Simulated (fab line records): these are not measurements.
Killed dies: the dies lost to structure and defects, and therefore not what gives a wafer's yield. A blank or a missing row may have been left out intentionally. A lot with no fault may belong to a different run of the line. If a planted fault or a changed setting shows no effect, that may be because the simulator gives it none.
Which of the tools did it? / flow nandHarc / 15 lots with 42 wafers sampled at 4 steps, on a route of 1302 steps

== WHAT THE GAUGES SHOWED, per wafer ==
NHARC_A_ONON_D1_THK_MEAS_02: measures by ellipsometry. Usual: thkNm reads 999 nm (standard deviation 9).
lot=L357; measured=day 7 23:20; on=filmMetro-02; thkNm (nm)=1002 1000 999; flag=
lot=L359; measured=day 8 05:52; on=filmMetro-02; thkNm (nm)=997 997 994; flag=
lot=L360; measured=day 8 23:10; on=filmMetro-01; thkNm (nm)=992 992 994; flag=
lot=L362; measured=day 9 16:35; on=filmMetro-01; thkNm (nm)=985 985 983; flag=
lot=L364; measured=day 10 17:20; on=filmMetro-02; thkNm (nm)=1013 1011 1012; flag=
lot=L365; measured=day 10 21:57; on=filmMetro-01; thkNm (nm)=1000 1001 1001; flag=
lot=L366; measured=day 11 14:12; on=filmMetro-02; thkNm (nm)=996 998 997; flag=
lot=L367; measured=day 12 00:44; on=filmMetro-02; thkNm (nm)=993 993 994; flag=
lot=L370; measured=day 12 23:02; on=filmMetro-02; thkNm (nm)=996 995 997; flag=
lot=L371; measured=day 14 01:27; on=filmMetro-02; thkNm (nm)=993 992; flag=
lot=L373; measured=day 14 10:44; on=filmMetro-01; thkNm (nm)=1005 1003; flag=
lot=L374; measured=day 14 20:11; on=filmMetro-01; thkNm (nm)=991 990; flag=
lot=L378; measured=day 16 08:26; on=filmMetro-01; thkNm (nm)=1003 1005 1005; flag=
lot=L379; measured=day 16 18:47; on=filmMetro-01; thkNm (nm)=1007 1010 1008; flag=
lot=L380; measured=day 17 04:14; on=filmMetro-02; thkNm (nm)=1023 1023 1025; flag=

NHARC_A_ONON_D1_THK_MEAS_27: measures by ellipsometry. Usual: thkNm reads 1000 nm (standard deviation 9.3).
lot=L357; measured=day 8 11:14; on=filmMetro-02; thkNm (nm)=1007 1007 1008; flag=
lot=L359; measured=day 8 20:05; on=filmMetro-02; thkNm (nm)=998 998 996; flag=
lot=L360; measured=day 9 11:13; on=filmMetro-02; thkNm (nm)=999 999 999; flag=
lot=L362; measured=day 10 04:23; on=filmMetro-01; thkNm (nm)=999 999 999; flag=
lot=L364; measured=day 11 05:22; on=filmMetro-01; thkNm (nm)=1001 1001 1001; flag=
lot=L365; measured=day 11 09:43; on=filmMetro-01; thkNm (nm)=998 998 997; flag=
lot=L366; measured=day 12 01:59; on=filmMetro-02; thkNm (nm)=1009 1009 1009; flag=
lot=L367; measured=day 12 12:44; on=filmMetro-01; thkNm (nm)=990 988 991; flag=
lot=L370; measured=day 13 12:43; on=filmMetro-01; thkNm (nm)=1000 1000 999; flag=
lot=L371; measured=day 14 12:59; on=filmMetro-01; thkNm (nm)=1010 563; flag=OFF
lot=L373; measured=day 14 22:34; on=filmMetro-02; thkNm (nm)=553 998; flag=OFF
lot=L374; measured=day 15 10:09; on=filmMetro-02; thkNm (nm)=566 1015; flag=OFF
lot=L378; measured=day 16 20:11; on=filmMetro-01; thkNm (nm)=1003 1003 1002; flag=
lot=L379; measured=day 17 06:34; on=filmMetro-01; thkNm (nm)=1006 1004 1004; flag=
lot=L380; measured=day 17 17:22; on=filmMetro-02; thkNm (nm)=983 983 985; flag=

NHARC_A_ONON_D1_INSPECT_32. Usual: rawDefectCount reads 70 (standard deviation 30).
lot=L357; measured=day 8 12:20; on=defectInspect-02; rawDefectCount=71 70 75; flag=
lot=L359; measured=day 8 21:14; on=defectInspect-02; rawDefectCount=57 63 52; flag=
lot=L360; measured=day 9 12:19; on=defectInspect-02; rawDefectCount=75 30 66; flag=
lot=L362; measured=day 10 05:30; on=defectInspect-02; rawDefectCount=62 83 53; flag=
lot=L364; measured=day 11 06:28; on=defectInspect-01; rawDefectCount=172 97 93; flag=
lot=L365; measured=day 11 10:50; on=defectInspect-01; rawDefectCount=65 65 57; flag=
lot=L366; measured=day 12 03:07; on=defectInspect-01; rawDefectCount=58 62 51; flag=
lot=L367; measured=day 12 13:50; on=defectInspect-02; rawDefectCount=106 68 150; flag=
lot=L370; measured=day 13 13:49; on=defectInspect-02; rawDefectCount=77 108 75; flag=
lot=L371; measured=day 14 14:07; on=defectInspect-02; rawDefectCount=96 72; flag=
lot=L373; measured=day 14 23:42; on=defectInspect-01; rawDefectCount=56 20; flag=
lot=L374; measured=day 15 11:24; on=defectInspect-01; rawDefectCount=85 45; flag=
lot=L378; measured=day 16 21:17; on=defectInspect-02; rawDefectCount=55 74 85; flag=
lot=L379; measured=day 17 07:40; on=defectInspect-01; rawDefectCount=61 45 54; flag=
lot=L380; measured=day 17 18:29; on=defectInspect-02; rawDefectCount=55 48 30; flag=

== WHICH TOOL RAN EACH LOT (tool, then ch and the chambers of the sampled wafers, then the start) ==
lot=L357; NHARC_A_ONON_D1_DEP_25=pecvdOnon-01 ch 0, day 8 10:54
lot=L359; NHARC_A_ONON_D1_DEP_25=pecvdOnon-03 ch 0, day 8 19:34
lot=L360; NHARC_A_ONON_D1_DEP_25=pecvdOnon-01 ch 0, day 9 10:46
lot=L362; NHARC_A_ONON_D1_DEP_25=pecvdOnon-01 ch 0, day 10 03:52
lot=L364; NHARC_A_ONON_D1_DEP_25=pecvdOnon-03 ch 0, day 11 04:52
lot=L365; NHARC_A_ONON_D1_DEP_25=pecvdOnon-02 ch 0, day 11 09:12
lot=L366; NHARC_A_ONON_D1_DEP_25=pecvdOnon-02 ch 0, day 12 01:32
lot=L367; NHARC_A_ONON_D1_DEP_25=pecvdOnon-02 ch 0, day 12 12:17
lot=L370; NHARC_A_ONON_D1_DEP_25=pecvdOnon-02 ch 0, day 13 12:23
lot=L371; NHARC_A_ONON_D1_DEP_25=pecvdOnon-02 ch 0, day 14 12:32
lot=L373; NHARC_A_ONON_D1_DEP_25=pecvdOnon-02 ch 0, day 14 22:04
lot=L374; NHARC_A_ONON_D1_DEP_25=pecvdOnon-02 ch 0, day 15 09:38
lot=L378; NHARC_A_ONON_D1_DEP_25=pecvdOnon-01 ch 0, day 16 19:44
lot=L379; NHARC_A_ONON_D1_DEP_25=pecvdOnon-03 ch 0, day 17 06:03
lot=L380; NHARC_A_ONON_D1_DEP_25=pecvdOnon-03 ch 0, day 17 16:58
- NHARC_A_ONON_D1_DEP_25: target thk 1000 nm.

== WHAT THE TOOLS THEMSELVES READ (means of the sampled wafers that have a number; where no wafer has one, the mark that the record gives instead) ==
The record holds no such reading with a usual standard deviation.

== THE ANSWER, worked out from the rows above alone ==
Rule: a lot is off if the mean of its wafers that have a number lies more than 3 standard deviations from the usual mean. A lot without any number at a reading at which 4 lots or more have one is off too. All remaining lots with rows at the step are treated as sound. First the gauges in route order, then the tools' own readings, where a lot's mean is used as printed above. The first step at which some lot is off is used, and at that step the reading that is off furthest; a lot without a number counts as furthest.
Off: L371, L373, L374, at NHARC_A_ONON_D1_THK_MEAS_27 (thkNm).
A tool fits if, at a process step before that reading, it ran every lot that is off, and no sound lot after the first of them. Gauges at NHARC_A_ONON_D1_THK_MEAS_27: tried the same way as those tools. One candidate fits, namely pecvdOnon-02 at NHARC_A_ONON_D1_DEP_25. A fault onset in the window from L370 (day 13 12:23, its last sound lot) to L371 (day 14 12:32, its first lot off) fits.

== WHAT WAS PUT IN BY THE SIMULATOR ==
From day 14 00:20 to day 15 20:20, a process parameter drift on pecvdOnon-02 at NHARC_A_ONON_D1_DEP_25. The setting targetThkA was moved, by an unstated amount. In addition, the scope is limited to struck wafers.
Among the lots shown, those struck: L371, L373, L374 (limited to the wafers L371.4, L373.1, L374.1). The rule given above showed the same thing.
